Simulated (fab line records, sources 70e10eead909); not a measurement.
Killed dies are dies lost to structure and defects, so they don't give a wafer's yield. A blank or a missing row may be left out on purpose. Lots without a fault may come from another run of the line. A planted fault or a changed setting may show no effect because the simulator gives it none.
Which tool did it? | flow nand_harc | 15 lots, 45 wafers sampled, at 4 steps of a route of 1302

WHAT THE GAUGES READ, wafer by wafer
The record holds no reading of a measuring or inspecting step that can be judged against a usual standard deviation.

WHICH TOOL RAN EACH LOT (tool, then ch and the chambers of the sampled wafers, then the start)
lot  | NHARC_A_M1_DEGAS_29          | NHARC_A_M1_ANNEAL_31             | NHARC_A_M1_PRE_CLEAN_32         | NHARC_A_M1_DEP_33
L351 | pvd_sputter-01, day 23 12:45 | rtp_anneal-02 ch 0, day 23 13:29 | pecvd-02 ch 0,1, day 23 14:23   | pecvd-02 ch 0,1, day 23 14:30
L354 | pvd_sputter-01, day 23 23:58 | rtp_anneal-02 ch 0, day 24 00:41 | pecvd-02 ch 1,2, day 24 01:35   | pecvd-02 ch 1,2, day 24 01:41
L352 | pvd_sputter-01, day 24 02:26 | rtp_anneal-02 ch 0, day 24 03:13 | pecvd-02 ch 0,1,2, day 24 04:03 | pecvd-02 ch 0,1,2, day 24 04:07
L353 | pvd_sputter-03, day 24 10:47 | rtp_anneal-02 ch 0, day 24 11:31 | pecvd-02 ch 0,1,2, day 24 12:23 | pecvd-02 ch 0,1,2, day 24 12:28
L355 | pvd_sputter-02, day 25 18:00 | rtp_anneal-02 ch 0, day 25 18:47 | pecvd-03 ch 0,1,2, day 25 19:38 | pecvd-03 ch 0,1,2, day 25 19:44
L357 | pvd_sputter-02, day 26 01:59 | rtp_anneal-02 ch 0, day 26 02:44 | pecvd-03 ch 1,2, day 26 03:37   | pecvd-03 ch 1,2, day 26 03:42
L358 | pvd_sputter-03, day 26 16:58 | rtp_anneal-01 ch 0, day 26 17:46 | pecvd-03 ch 1,2, day 26 18:35   | pecvd-03 ch 1,2, day 26 18:40
L360 | pvd_sputter-03, day 27 22:39 | rtp_anneal-02 ch 0, day 27 23:22 | pecvd-03 ch 1,2, day 28 00:16   | pecvd-03 ch 1,2, day 28 00:20
L363 | pvd_sputter-02, day 28 00:56 | rtp_anneal-02 ch 0, day 28 01:43 | pecvd-03 ch 0,1,2, day 28 02:34 | pecvd-03 ch 0,1,2, day 28 02:41
L361 | pvd_sputter-01, day 28 08:15 | rtp_anneal-01 ch 0, day 28 08:59 | pecvd-03 ch 0,1, day 28 09:52   | pecvd-03 ch 0,1, day 28 09:57
L369 | pvd_sputter-01, day 31 09:41 | rtp_anneal-02, day 31 10:35      | pecvd-02 ch 0,1,2, day 31 11:21 | pecvd-02 ch 0,1,2, day 31 11:31
L371 | pvd_sputter-02, day 31 13:41 | rtp_anneal-02, day 31 14:34      | pecvd-01 ch 1,2, day 31 15:30   | pecvd-01 ch 1,2, day 31 15:43
L370 | pvd_sputter-02, day 31 16:11 | rtp_anneal-02, day 31 17:04      | pecvd-02 ch 0,1,2, day 31 17:56 | pecvd-02 ch 0,1,2, day 31 18:01
L372 | pvd_sputter-01, day 32 03:37 | rtp_anneal-01 ch 0, day 32 04:20 | pecvd-01 ch 0,1, day 32 05:14   | pecvd-01 ch 0,1, day 32 05:19
L373 | pvd_sputter-02, day 32 04:42 | rtp_anneal-01 ch 0, day 32 05:33 | pecvd-01 ch 0,2, day 32 06:20   | pecvd-01 ch 0,2, day 32 06:25
- NHARC_A_M1_DEGAS_29: time 60 s.
- NHARC_A_M1_ANNEAL_31: time 90 s.
- NHARC_A_M1_PRE_CLEAN_32: time 12 s.
- NHARC_A_M1_DEP_33: deposits SiCN, target thk 30 nm.

WHAT THE TOOLS THEMSELVES READ (means of the sampled wafers that have a number; where no wafer has one, the mark that the record gives instead)
NHARC_A_M1_DEGAS_29. Usual: heater_power_w 322 W, standard deviation 36.
lot  | tool           | heater_power_w (W) | flag
L351 | pvd_sputter-01 | 317                |
L354 | pvd_sputter-01 | 295                |
L352 | pvd_sputter-01 | 321                |
L353 | pvd_sputter-03 | 340                |
L355 | pvd_sputter-02 | 294                |
L357 | pvd_sputter-02 | 357                |
L358 | pvd_sputter-03 | 319                |
L360 | pvd_sputter-03 | 318                |
L363 | pvd_sputter-02 | 291                |
L361 | pvd_sputter-01 | 341                |
L369 | pvd_sputter-01 | 314                |
L371 | pvd_sputter-02 | 314                |
L370 | pvd_sputter-02 | 318                |
L372 | pvd_sputter-01 | 321                |
L373 | pvd_sputter-02 | 314                |

NHARC_A_M1_ANNEAL_31. Usual: anneal_temp_c 225.00 C, standard deviation 0.15; anneal_temp_c_max 225.76, standard deviation 0.19; wafer_temp_C_max 226.1, standard deviation 0.31.
lot  | tool          | anneal_temp_c (C) | anneal_temp_c_max | wafer_temp_C_max | flag
L351 | rtp_anneal-02 | 224.79            | 225.68            | 226.4            |
L354 | rtp_anneal-02 | 224.86            | 225.82            | 226.3            |
L352 | rtp_anneal-02 | 225.02            | 225.78            | 226.5            |
L353 | rtp_anneal-02 | 224.96            | 225.73            | 226.4            |
L355 | rtp_anneal-02 | 224.94            | 225.76            | 226.5            |
L357 | rtp_anneal-02 | 225.05            | 225.94            | 226.2            |
L358 | rtp_anneal-01 | 224.98            | 225.68            | 226.0            |
L360 | rtp_anneal-02 | 225.14            | 225.86            | 226.4            |
L363 | rtp_anneal-02 | 224.98            | 225.84            | 226.3            |
L361 | rtp_anneal-01 | 225.13            | 225.77            | 225.9            |
L369 | rtp_anneal-02 | -                 | -                 | -                | OFF
L371 | rtp_anneal-02 | -                 | -                 | -                | OFF
L370 | rtp_anneal-02 | -                 | -                 | -                | OFF
L372 | rtp_anneal-01 | 225.06            | 225.71            | 225.7            |
L373 | rtp_anneal-01 | 225.08            | 225.80            | 225.8            |

NHARC_A_M1_PRE_CLEAN_32. Usual: heater_power_w 640 W, standard deviation 85.
lot  | tool     | heater_power_w (W) | flag
L351 | pecvd-02 | 600                |
L354 | pecvd-02 | 701                |
L352 | pecvd-02 | 642                |
L353 | pecvd-02 | 657                |
L355 | pecvd-03 | 625                |
L357 | pecvd-03 | 663                |
L358 | pecvd-03 | 582                |
L360 | pecvd-03 | 602                |
L363 | pecvd-03 | 605                |
L361 | pecvd-03 | 611                |
L369 | pecvd-02 | 639                |
L371 | pecvd-01 | 635                |
L370 | pecvd-02 | 594                |
L372 | pecvd-01 | 773                |
L373 | pecvd-01 | 639                |

NHARC_A_M1_DEP_33. Usual: heater_power_w 571 W, standard deviation 88.
lot  | tool     | heater_power_w (W) | flag
L351 | pecvd-02 | 487                |
L354 | pecvd-02 | 591                |
L352 | pecvd-02 | 539                |
L353 | pecvd-02 | 557                |
L355 | pecvd-03 | 545                |
L357 | pecvd-03 | 582                |
L358 | pecvd-03 | 516                |
L360 | pecvd-03 | 565                |
L363 | pecvd-03 | 538                |
L361 | pecvd-03 | 464                |
L369 | pecvd-02 | 565                |
L371 | pecvd-01 | 546                |
L370 | pecvd-02 | 604                |
L372 | pecvd-01 | 760                |
L373 | pecvd-01 | 552                |

THE ANSWER, worked out from the rows above alone
Rule: a lot is off if the mean of its wafers that have a number lies more than 3 standard deviations from the usual mean. A lot without any number at a reading at which 4 lots or more have one is off too. The other lots that the step has rows for count as sound. The gauges are gone through in route order, then the tools' own readings, and for those a lot's mean is taken as printed above. The first step at which some lot is off is used, and at that step the reading that is off furthest; a lot without a number counts as furthest.
Off: L369, L371, L370, at NHARC_A_M1_ANNEAL_31 (anneal_temp_c). Without a number there: L369, L371, L370.
A tool fits if, at that step or a process step before it, it ran every lot that is off, and no sound lot after the first of them. One fits: rtp_anneal-02 at NHARC_A_M1_ANNEAL_31. Its last sound lot is L363 (day 28 01:43), its first lot that is off L369 (day 31 10:35): a fault that began between those two fits.
Blank at NHARC_A_M1_ANNEAL_31 on the lots that are off, where sound lots have numbers: anneal_temp_c, anneal_temp_c_max, wafer_temp_C_max.

WHAT THE SIMULATOR HAD PUT IN
Skipped step whole: rtp_anneal-02, from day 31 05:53 on, at NHARC_A_M1_ANNEAL_31. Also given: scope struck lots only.
Lots struck among those shown: L369, L371, L370. The rule above found the same.
